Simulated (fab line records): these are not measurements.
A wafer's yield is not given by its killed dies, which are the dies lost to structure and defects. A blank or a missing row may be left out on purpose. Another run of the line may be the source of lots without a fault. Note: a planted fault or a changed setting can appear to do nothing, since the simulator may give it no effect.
Chamber matching :: flow n5_finfet :: N5_BEOL_M3_ALD_84 on ald_metal-02: 4 sister chambers
The step deposits TaN, pulse time 2 s, purge time 3 s, co reactant purge time 2 s. 8 wafers are shown with their chamber, then 7 later ones without.

== WAFERS WITH THEIR CHAMBER ==
wafer: L076.2
chamber: 0
heater_power_w (W): 334
precursor_vessel_temp_c (C): 75.11

wafer: L076.3
chamber: 1
heater_power_w (W): 378
precursor_vessel_temp_c (C): 75.01

wafer: L076.5
chamber: 1
heater_power_w (W): 384
precursor_vessel_temp_c (C): 75.10

wafer: L085.2
chamber: 2
heater_power_w (W): 346
precursor_vessel_temp_c (C): 75.13

wafer: L085.4
chamber: 0
heater_power_w (W): 342
precursor_vessel_temp_c (C): 75.02

wafer: L085.6
chamber: 3
heater_power_w (W): 353
precursor_vessel_temp_c (C): 74.97

wafer: L094.3
chamber: 3
heater_power_w (W): 358
precursor_vessel_temp_c (C): 74.78

wafer: L094.4
chamber: 2
heater_power_w (W): 362
precursor_vessel_temp_c (C): 74.93

== WAFERS WITH NO CHAMBER GIVEN ==
wafer: L094.5
heater_power_w (W): 355
precursor_vessel_temp_c (C): 74.81

wafer: L095.1
heater_power_w (W): 363
precursor_vessel_temp_c (C): 75.09

wafer: L095.3
heater_power_w (W): 345
precursor_vessel_temp_c (C): 74.98

wafer: L095.4
heater_power_w (W): 389
precursor_vessel_temp_c (C): 75.08

wafer: L096.1
heater_power_w (W): 347
precursor_vessel_temp_c (C): 75.26

wafer: L096.3
heater_power_w (W): 377
precursor_vessel_temp_c (C): 75.09

wafer: L096.4
heater_power_w (W): 349
precursor_vessel_temp_c (C): 75.09

== WHICH CHAMBER EACH ONE RAN IN ==
wafer: L094.5
from the rows above: can't be placed: 3 or 2
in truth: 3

wafer: L095.1
from the rows above: can't be placed: 2 or 3 or 1
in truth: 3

wafer: L095.3
from the rows above: can't be placed: 0 or 2 or 3
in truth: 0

wafer: L095.4
from the rows above: 1
in truth: 1

wafer: L096.1
from the rows above: can't be placed: 0 or 2 or 3
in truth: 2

wafer: L096.3
from the rows above: 1
in truth: 1

wafer: L096.4
from the rows above: can't be placed: 2 or 0 or 3
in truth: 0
Correct placement for 2 of the 7. Not placeable from these rows: 5 (in 5, the candidates include the true chamber). Number placed wrongly: 0.
How it was worked out, from the rows above alone: a wafer's distance from a chamber is the root of the sum, over the readings, of the square of ((its reading less the chamber's mean) divided by the reading's scatter). If the next closest chamber is less than 2 further off than the closest, the wafer can't be placed; otherwise it belongs to the closest. The mean given for a chamber averages the wafers shown for that chamber. The scatter: the root of (the sum of the squares of (reading less its chamber's mean) over the shown wafers, divided by (wafers less chambers)).
